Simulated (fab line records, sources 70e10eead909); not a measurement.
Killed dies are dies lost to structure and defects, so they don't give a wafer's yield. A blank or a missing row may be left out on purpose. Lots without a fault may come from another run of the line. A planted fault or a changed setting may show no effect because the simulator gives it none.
Which tool did it? | flow nand_harc | 11 lots, 32 wafers sampled, at 5 steps of a route of 1159

WHAT THE GAUGES READ, wafer by wafer
NHARC_P_BONDPAD_CD_MEAS_13.
lot  | measured     | on        | cd_nm (nm)
L776 | day 6 11:55  | cd_sem-03 | 499.0 498.8 496.9
L777 | day 7 01:29  | cd_sem-01 | 500.3 499.3 499.3
L778 | day 7 01:49  | cd_sem-01 | 499.7 499.5 499.3
L779 | day 7 03:05  | cd_sem-01 | 500.1 497.9 499.0
L782 | day 7 19:24  | cd_sem-01 | 497.4 498.1 496.5
L783 | day 8 01:55  | cd_sem-03 | 498.2 497.3
L785 | day 8 12:16  | cd_sem-02 | 497.5 497.4 498.9
L796 | day 11 09:55 | cd_sem-03 | 498.6 498.1 498.1
L797 | day 11 14:46 | cd_sem-02 | 499.9 496.4 498.4
L799 | day 11 19:50 | cd_sem-02 | 497.9 500.4 498.5
L798 | day 11 20:27 | cd_sem-02 | 500.9 499.8 498.8

NHARC_END_SORT_01.
lot  | measured     | on        | defect_limited_yield (%) | killed_at_array | killed_at_other | killed_at_periphery | killed_dies | killed_open | killed_short | sort_bin_2_pct (%) | sort_bin_3_pct (%) | sort_bin_4_pct (%) | sort_n_pass | sort_rim_yield_pct (%) | sort_yield_pct (%)
L776 | day 19 08:55 | prober-02 | 96.0 93.5 95.7           | 23 34 24        | 1 0 0           | 3 10 5              | 27 44 29    | 1 3 1       | 2 4 1        | 1.5 1.6 1.2        | 0.44 0.44 0.30     | 2.1 4.4 2.8        | 650 633 648 | 95 95 92               | 96.0 93.5 95.7
L777 | day 20 05:53 | prober-02 | 94.7 94.8 94.5           | 33 32 31        | 0 0 0           | 3 3 6               | 36 35 37    | 7 5 4       | 4 2 2        | 1.5 1.6 1.8        | 0.15 0.44 0.44     | 3.7 3.1 3.2        | 641 642 640 | 96 93 95               | 94.7 94.8 94.5
L778 | day 20 15:25 | prober-02 | 96.3 94.8 95.9           | 24 31 25        | 1 0 0           | 0 4 3               | 25 35 28    | 2 6 4       | 1 2 0        | 1.3 1.3 1.3        | 0 0.30 0           | 2.4 3.5 2.8        | 652 642 649 | 97 99 95               | 96.3 94.8 95.9
L779 | day 19 19:42 | prober-01 | 98.5 98.5 97.8           | 9 10 13         | 0 0 0           | 1 0 2               | 10 10 15    | 0 1 4       | 3 1 3        | 0.6 0.4 0.9        | 0.15 0.30 0        | 0.7 0.7 1.3        | 667 667 662 | 98 100 99              | 98.5 98.5 97.8
L782 | day 21 00:59 | prober-01 | 96.2 97.3 95.7           | 23 14 27        | 1 1 0           | 2 3 2               | 26 18 29    | 5 3 3       | 2 4 4        | 1.0 1.3 1.2        | 0 0.15 0.15        | 2.8 1.2 3.0        | 651 659 648 | 94 97 94               | 96.2 97.3 95.7
L783 | day 21 00:56 | prober-02 | 93.9 93.5                | 39 43           | 0 1             | 2 0                 | 41 44       | 6 6         | 1 1          | 1.8 1.9            | 0.15 0.30          | 4.1 4.3            | 636 633     | 86 92                  | 93.9 93.5
L785 | day 21 18:07 | prober-02 | 1.5 0.3 97.2             | 24 16 17        | 0 1 2           | 643 658 0           | 667 675 19  | 4 2 1       | 3 3 0        | 96.0 98.4 1.0      | 0.30 0.15 0.15     | 2.2 1.2 1.6        | 10 2 658    | 6 1 99                 | 1.5 0.3 97.2
L796 | day 24 15:25 | prober-01 | 93.5 92.6 93.2           | 41 49 44        | 0 1 0           | 3 0 2               | 44 50 46    | 5 3 0       | 2 3 3        | 2.1 2.1 2.5        | 0.44 0.74 0        | 4.0 4.6 4.3        | 633 627 631 | 86 81 92               | 93.5 92.6 93.2
L797 | day 24 16:04 | prober-02 | 94.7 93.9 93.9           | 33 39 35        | 1 2 3           | 2 0 3               | 36 41 41    | 1 1 2       | 3 1 2        | 0.9 1.9 1.0        | 0.59 0.44 0.74     | 3.8 3.7 4.3        | 641 636 636 | 93 99 99               | 94.7 93.9 93.9
L799 | day 24 07:27 | prober-02 | 95.4 95.4 96.2           | 20 26 20        | 3 2 1           | 8 3 5               | 31 31 26    | 3 3 0       | 0 1 2        | 1.5 1.2 1.5        | 0.44 0.30 0.44     | 2.7 3.1 1.9        | 646 646 651 | 96 93 95               | 95.4 95.4 96.2
L798 | day 24 21:35 | prober-01 | 97.3 96.9 96.6           | 13 15 18        | 2 0 0           | 3 6 5               | 18 21 23    | 2 1 3       | 1 3 1        | 0.4 1.2 1.3        | 0 0.15 0           | 2.2 1.8 2.1        | 659 656 654 | 97 99 95               | 97.3 96.9 96.6

WHICH TOOL RAN EACH LOT (tool, then ch and the chambers of the sampled wafers, then the start)
lot  | NHARC_P_M2_CMP_23             | NHARC_P_BONDPAD_ETCH_12            | NHARC_P_BONDPAD_PRE_CLEAN_26
L776 | cmp-01 ch 0,1,3, day 6 09:16  | rie_diel-13 ch 0,2, day 6 11:47    | pvd_sputter-03, day 19 08:55 or earlier
L777 | cmp-02 ch 0,3, day 6 22:40    | rie_diel-13 ch 0,1,3, day 7 01:22  | pvd_sputter-03, day 20 05:53 or earlier
L778 | cmp-01 ch 0,1,2, day 6 22:59  | rie_diel-13 ch 0,3, day 7 01:40    | pvd_sputter-01, day 20 15:25 or earlier
L779 | cmp-01 ch 0,1,2, day 7 00:20  | rie_diel-07 ch 0,1,3, day 7 02:58  | pvd_sputter-03, day 19 19:42 or earlier
L782 | cmp-01 ch 0,3, day 7 16:23    | rie_diel-13 ch 2,3, day 7 19:16    | pvd_sputter-02, day 21 00:59 or earlier
L783 | cmp-01 ch 1, day 7 23:17      | rie_diel-13 ch 1, day 8 01:47      | pvd_sputter-02, day 21 00:56 or earlier
L785 | cmp-04 ch 0,1, day 8 09:29    | rie_diel-13 ch 0,1,3, day 8 12:08  | pvd_sputter-03, day 21 18:07 or earlier
L796 | cmp-04 ch 0,1,2, day 11 07:13 | rie_diel-13 ch 1,2,3, day 11 09:49 | pvd_sputter-01, day 24 15:25 or earlier
L797 | cmp-04 ch 0,1,3, day 11 11:57 | rie_diel-13 ch 2,3, day 11 14:37   | pvd_sputter-02, day 24 16:04 or earlier
L799 | cmp-01 ch 0,3, day 11 16:50   | rie_diel-02 ch 0,1,3, day 11 19:41 | pvd_sputter-03, day 24 07:27 or earlier
L798 | cmp-01 ch 0,2,3, day 11 17:42 | rie_diel-13 ch 1,2,3, day 11 20:19 | pvd_sputter-03, day 24 21:35 or earlier
- NHARC_P_M2_CMP_23: polishes, t overpolish 20 s, target thk 144.3 nm.
- NHARC_P_BONDPAD_ETCH_12: etches the open film in CHF3/O2, target depth 200 nm, time 100 s.
- NHARC_P_BONDPAD_PRE_CLEAN_26: time 30 s.

WHAT THE TOOLS THEMSELVES READ (means of the sampled wafers that have a number; where no wafer has one, the mark that the record gives instead)
NHARC_P_M2_CMP_23.
lot  | tool   | motor_current_A (A) | slurry_filter_dp_kPa (kPa) | time_to_endpoint_s (s)
L776 | cmp-01 | 11.2                | 13.59                      | 30.1
L777 | cmp-02 | 13.0                | 13.46                      | 27.7
L778 | cmp-01 | 11.3                | 13.42                      | 29.0
L779 | cmp-01 | 11.3                | 13.51                      | 28.3
L782 | cmp-01 | 11.9                | 13.41                      | 29.9
L783 | cmp-01 | 11.2                | 13.71                      | 31.8
L785 | cmp-04 | 12.5                | 13.46                      | 30.7
L796 | cmp-04 | 13.0                | 13.41                      | 29.9
L797 | cmp-04 | 12.5                | 13.46                      | 28.0
L799 | cmp-01 | 12.3                | 13.59                      | 31.1
L798 | cmp-01 | 11.3                | 13.40                      | 28.4

NHARC_P_BONDPAD_ETCH_12.
lot  | tool        | drypump_motor_current_A (A) | mfc_ar_sccm (sccm) | oes_product_au (a.u.) | rf_vpp_V (V) | showerhead_plenum_p_Torr (Torr) | throttle_valve_pct (%)
L776 | rie_diel-13 | 5.8                         | 199.6              | 0.964                 | 373.5        | 2.56                            | 20.570
L777 | rie_diel-13 | 5.3                         | 200.0              | 0.923                 | 373.0        | 2.49                            | 20.569
L778 | rie_diel-13 | 5.3                         | 199.7              | 0.968                 | 372.5        | 2.49                            | 20.575
L779 | rie_diel-07 | 5.1                         | 200.2              | 0.924                 | 369.3        | 2.33                            | 20.566
L782 | rie_diel-13 | 5.6                         | 200.5              | 0.932                 | 370.7        | 2.41                            | 20.580
L783 | rie_diel-13 | 5.5                         | 200.0              | 0.921                 | 373.6        | 2.56                            | 20.570
L785 | rie_diel-13 | 5.4                         | 199.8              | 0.874                 | 372.3        | 2.48                            | 20.570
L796 | rie_diel-13 | 5.7                         | 199.7              | 0.966                 | 371.3        | 2.48                            | 20.557
L797 | rie_diel-13 | 6.0                         | 200.2              | 0.915                 | 371.2        | 2.47                            | 20.574
L799 | rie_diel-02 | 5.4                         | 200.8              | 0.919                 | 371.4        | 2.43                            | 20.573
L798 | rie_diel-13 | 5.7                         | 200.3              | 0.938                 | 372.1        | 2.48                            | 20.578

NHARC_P_BONDPAD_PRE_CLEAN_26.
lot  | tool           | heater_power_w (W)
L776 | pvd_sputter-03 | 367
L777 | pvd_sputter-03 | 411
L778 | pvd_sputter-01 | 406
L779 | pvd_sputter-03 | 409
L782 | pvd_sputter-02 | 420
L783 | pvd_sputter-02 | 436
L785 | pvd_sputter-03 | 367
L796 | pvd_sputter-01 | 395
L797 | pvd_sputter-02 | 436
L799 | pvd_sputter-03 | 417
L798 | pvd_sputter-03 | 370

THE ANSWER, worked out from the rows above alone
Rule: what is usual is taken from the lots themselves. Put in order of their means at a reading, lots are off if they are a third of the lots or fewer, leave a main group of 4 or more, and stand apart from it by a gap of 3 or more times the standard deviation of the main group's means; of several such gaps the widest counts. A main group whose means are all the same, to the digits that the tables above print for the reading, isn't used. A lot without any number at a reading at which 4 lots or more have one is off too. The other lots that the step has rows for count as sound. The gauges are gone through in route order, then the tools' own readings, and for those a lot's mean is taken as printed above. The first step at which some lot is off is used, and at that step the reading that is off furthest; a lot without a number counts as furthest.
Off: L785, at NHARC_END_SORT_01 (killed_at_periphery). The main group: mean 3.0, standard deviation 1.8.
A tool fits if, at a process step before that reading, it ran every lot that is off, and no sound lot after the first of them. The gauges at NHARC_END_SORT_01 are tried like those tools. NHARC_P_BONDPAD_PRE_CLEAN_26 gives no start for some lots, so the hours and the order of its lots are those of NHARC_END_SORT_01. None of those tried fits.

WHAT THE SIMULATOR HAD PUT IN
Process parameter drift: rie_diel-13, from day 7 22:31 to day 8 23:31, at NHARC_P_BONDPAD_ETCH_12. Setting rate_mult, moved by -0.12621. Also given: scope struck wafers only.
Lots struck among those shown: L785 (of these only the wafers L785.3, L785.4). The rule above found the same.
